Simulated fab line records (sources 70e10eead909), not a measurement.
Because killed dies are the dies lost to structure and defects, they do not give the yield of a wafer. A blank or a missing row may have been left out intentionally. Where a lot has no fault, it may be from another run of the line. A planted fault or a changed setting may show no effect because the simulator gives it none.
The tool behind it: which one?    flow nand harc    Sampling: 12 lots, 36 wafers, 5 of 1159 route steps

WHAT THE GAUGES READ, wafer by wafer
NHARC_END_SORT_01.
lot   measured      on         defect limited yield (%)  killed at array  killed at other  killed at periphery  killed dies  killed open  killed short  sort_bin_2_pct (%)  sort_bin_3_pct (%)  sort_bin_4_pct (%)  sort n pass  sort rim yield pct (%)  sort yield pct (%)
L308  day 20 07:07  prober-02  97.5 96.6 97.8            14 19 12         0 1 0            3 3 3                17 23 15     3 5 2        2 3 0         0.9 1.0 0.4         0 0.30 0            1.6 2.1 1.8         660 654 662  99.1 95.3 98.1          97.5 96.6 97.8
L305  day 20 12:47  prober-01  95.6 96.3 95.7            25 18 23         0 0 0            5 7 6                30 25 29     4 2 0        3 2 3         1.2 1.0 1.0         0.15 0.30 0.30      3.1 2.4 3.0         647 652 648  92.5 95.3 95.3          95.6 96.3 95.7
L313  day 21 11:52  prober-01  95.4 96.0 96.8            26 26 18         1 0 1            4 1 3                31 27 22     8 3 3        0 2 2         0.7 1.3 1.2         0.15 0.30 0.15      3.7 2.4 1.9         646 650 655  93.4 96.2 96.2          95.4 96.0 96.8
L309  day 21 01:45  prober-01  96.9 97.8 97.5            16 9 14          2 2 1            3 4 2                21 15 17     0 0 3        2 1 0         1.0 0.4 0.6         0.30 0.15 0         1.8 1.6 1.9         656 662 660  97.2 96.2 99.1          96.9 97.8 97.5
L311  day 21 17:14  prober-01  96.5 94.7 96.9            22 30 18         0 3 1            2 3 2                24 36 21     3 3 3        0 3 1         1.6 1.6 0.6         0.15 0.15 0.30      1.8 3.5 2.2         653 641 656  98.1 89.6 96.2          96.5 94.7 96.9
L315  day 22 22:05  prober-01  97.3 97.3 96.3            18 13 20         0 1 0            0 4 5                18 18 25     3 1 4        1 2 2         1.0 0.7 1.0         0 0.15 0.30         1.6 1.8 2.4         659 659 652  98.1 96.2 95.3          97.3 97.3 96.3
L318  day 24 09:44  prober-01  83.2 84.3 80.4            104 100 125      0 0 0            10 6 8               114 106 133  4 2 1        0 2 1         7.1 7.1 7.2         4.43 4.87 6.35      5.3 3.7 6.1         563 571 544  82.1 84.0 96.2          83.2 84.3 80.4
L323  day 24 18:15  prober-02  81.8 84.9 79.9            122 102 134      1 0 1            0 0 1                123 102 136  2 2 0        0 3 2         5.9 6.2 7.7         6.65 4.43 6.35      5.6 4.4 6.1         554 575 541  85.8 84.0 96.2          81.8 84.9 79.9
L322  day 25 01:31  prober-01  79.9 75.3 82.6            134 165 116      0 0 1            2 2 1                136 167 118  2 3 1        2 4 2         8.0 10.0 6.4        5.91 6.79 4.58      6.2 7.8 6.5         541 510 559  77.4 95.3 80.2          79.9 75.3 82.6
L326  day 25 10:38  prober-02  92.9 95.6 96.0            44 24 27         1 0 0            3 6 0                48 30 27     4 2 3        5 4 0         2.4 1.9 1.5         0.44 0.30 0.30      4.3 2.2 2.2         629 647 650  91.5 95.3 94.3          92.9 95.6 96.0

EACH LOT AND THE TOOL THAT RAN IT (in order: tool; ch and the chambers of the sampled wafers; start)
lot   NHARC_A_M1_PVD_21             NHARC_THIN_TSV_ETCH_15            NHARC_THIN_TSV_PVD_51                    NHARC_THIN_TSV_DESCUM_35
L308  pvd sputter-03, day 18 21:05  rie si-06 ch 0,1,3, day 19 17:16  pvd sputter-02, day 19 22:31 or earlier  rie diel-07 ch 0,1, day 19 22:31
L305  pvd sputter-02, day 19 00:04  rie si-04 ch 0,2,3, day 19 18:28  pvd sputter-02, day 19 23:44 or earlier  rie diel-04 ch 0,1, day 19 23:44
L313  pvd sputter-03, day 19 14:17  rie si-06 ch 0,1,2, day 20 12:55  pvd sputter-02, day 20 18:53 or earlier  rie diel-13 ch 1,2, day 20 18:53
L309  pvd sputter-03, day 19 17:50  rie si-04 ch 0,1,2, day 20 14:09  pvd sputter-02, day 20 19:28 or earlier  rie diel-04 ch 0,3, day 20 19:28
L311  pvd sputter-02, day 20 03:23  rie si-04 ch 0,1,3, day 21 01:16  pvd sputter-03, day 21 07:01 or earlier  rie diel-07 ch 0,2, day 21 07:01
L315  pvd sputter-03, day 21 11:37  rie si-01 ch 0,1,3, day 22 07:24  pvd sputter-01, day 22 12:58 or earlier  rie diel-13 ch 0,2,3, day 22 12:58
L321  pvd sputter-02, day 22 12:23  rie si-04 ch 0,2, day 23 09:42    pvd sputter-03, day 23 17:55 or earlier  rie diel-13 ch 1,2,3, day 23 17:55
L318  pvd sputter-03, day 22 12:38  rie si-04 ch 1,3, day 23 10:55    pvd sputter-02, day 23 20:28 or earlier  rie diel-07 ch 0,1,3, day 23 20:28
L323  pvd sputter-03, day 22 18:17  rie si-01 ch 0,1,3, day 23 15:11  pvd sputter-01, day 23 22:29 or earlier  rie diel-07 ch 0,3, day 23 22:29
L325  pvd sputter-02, day 23 04:02  rie si-06 ch 1,2,3, day 23 23:45  pvd sputter-02, day 24 05:02 or earlier  rie diel-13 ch 1,2,3, day 24 05:02
L322  pvd sputter-03, day 23 13:31  rie si-01 ch 0,1, day 24 09:47    pvd sputter-03, day 24 15:04 or earlier  rie diel-13 ch 2,3, day 24 15:04
L326  pvd sputter-01, day 23 18:02  rie si-04 ch 0,2,3, day 24 10:52  pvd sputter-01, day 24 16:00 or earlier  rie diel-13 ch 0,2,3, day 24 16:00
- NHARC_A_M1_PVD_21: deposits Cu, target thk 30 nm, time 20.49 s.
- NHARC_THIN_TSV_ETCH_15: target depth 3000 nm, bosch target overetch cycles 2, bosch etch step 2.8 s.
- NHARC_THIN_TSV_PVD_51: deposits Cu, target thk 100 nm.
- NHARC_THIN_TSV_DESCUM_35: chemistry O2, time 3 s.

AS READ BY THE TOOLS THEMSELVES (means over the sampled wafers that have a number; for cases with no such wafer, the mark the record gives instead)
NHARC_A_M1_PVD_21.
lot   tool            chamber pressure pa (Pa)  throttle valve pct (%)
L308  pvd sputter-03  5.006                     29.4
L305  pvd sputter-02  4.998                     29.3
L313  pvd sputter-03  4.993                     30.2
L309  pvd sputter-03  4.992                     29.9
L311  pvd sputter-02  4.998                     29.1
L315  pvd sputter-03  5.007                     30.4
L321  pvd sputter-02  4.993                     29.7
L318  pvd sputter-03  4.999                     30.5
L323  pvd sputter-03  4.998                     30.5
L325  pvd sputter-02  4.996                     30.1
L322  pvd sputter-03  4.991                     30.5
L326  pvd sputter-01  5.003                     30.5

NHARC_THIN_TSV_ETCH_15.
lot   tool       drypump motor current A (A)
L308  rie si-06  5.7
L305  rie si-04  5.4
L313  rie si-06  6.0
L309  rie si-04  5.7
L311  rie si-04  5.4
L315  rie si-01  5.6
L321  rie si-04  5.2
L318  rie si-04  5.6
L323  rie si-01  5.6
L325  rie si-06  5.7
L322  rie si-01  5.6
L326  rie si-04  5.4

NHARC_THIN_TSV_PVD_51.
lot   tool            chamber pressure pa (Pa)  throttle valve pct (%)
L308  pvd sputter-02  4.998                     29.3
L305  pvd sputter-02  4.995                     29.8
L313  pvd sputter-02  5.006                     29.1
L309  pvd sputter-02  4.998                     29.6
L311  pvd sputter-03  5.003                     29.0
L315  pvd sputter-01  4.994                     30.0
L321  pvd sputter-03  5.006                     30.6
L318  pvd sputter-02  4.988                     29.9
L323  pvd sputter-01  4.994                     30.4
L325  pvd sputter-02  4.995                     29.8
L322  pvd sputter-03  4.991                     29.7
L326  pvd sputter-01  4.997                     30.6

NHARC_THIN_TSV_DESCUM_35.
lot   tool         chamber pressure mTorr (mTorr)  drypump motor current A (A)  oes product au (a.u.)  rf vpp V (V)  showerhead plenum p Torr (Torr)  throttle valve pct (%)
L308  rie diel-07  59.99                           5.88                         0.992                  58.4          1.93                             11.312
L305  rie diel-04  60.00                           5.69                         0.998                  57.7          1.85                             11.321
L313  rie diel-13  59.96                           5.54                         0.993                  58.0          1.92                             11.319
L309  rie diel-04  59.93                           5.68                         1.008                  58.8          2.01                             11.310
L311  rie diel-07  60.01                           5.95                         0.984                  56.6          1.78                             11.308
L315  rie diel-13  60.00                           5.76                         0.984                  57.8          1.94                             11.314
L321  rie diel-13  59.94                           5.68                         0.997                  58.5          1.92                             11.308
L318  rie diel-07  60.05                           5.75                         0.985                  57.5          1.89                             11.319
L323  rie diel-07  59.98                           5.62                         0.983                  57.4          1.86                             11.310
L325  rie diel-13  60.03                           5.69                         0.999                  57.4          1.92                             11.312
L322  rie diel-13  59.94                           5.60                         0.994                  57.4          1.95                             11.309
L326  rie diel-13  59.98                           5.74                         0.990                  58.5          1.94                             11.304

THE ANSWER, worked out from the rows above alone
Rule: what is usual is taken from the lots themselves. The widest of any qualifying gaps counts: lots, ordered by their means at a reading, are off when they make up no more than a third of the lots, leave a main group of 4 or more, and stand apart from it by 3 or more times the standard deviation of that group's means. Not used: any main group whose means are identical at the precision the tables above print for the reading. A lot without any number at a reading at which 4 lots or more have one is off too. Where the step has rows for the other lots, those lots are counted as sound. The gauges are gone through in route order, then the tools' own readings, and for those a lot's mean is taken as printed above. At the first step where some lot is off, the reading lying furthest off is the one used; lots without a number count as furthest.
Off at NHARC_END_SORT_01 (sort_bin_3_pct): L318, L323, L322. The main group has a mean of 0.20 % with a standard deviation of 0.075. Neither off nor sound, because the step has no rows for them: L321, L325.
A tool fits if, at a process step before that reading, it ran every lot that is off, and no sound lot after the first of them. Those tools and the gauges at NHARC_END_SORT_01 are tried in the same way. With no start given for some of its lots, NHARC_THIN_TSV_PVD_51 uses the hours and lot order of NHARC_THIN_TSV_DESCUM_35. One fits: pvd sputter-03 at NHARC_A_M1_PVD_21. A fault onset in the window from L315 (day 21 11:37, its last sound lot) to L318 (day 22 12:38, its first lot off) fits.

WHAT THE SIMULATOR HAD PUT IN
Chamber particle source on pvd sputter-03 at NHARC_A_M1_PVD_21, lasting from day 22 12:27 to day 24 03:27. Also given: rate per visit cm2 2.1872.
Lots struck among those shown: L318, L323, L322. Same finding as the rule above.
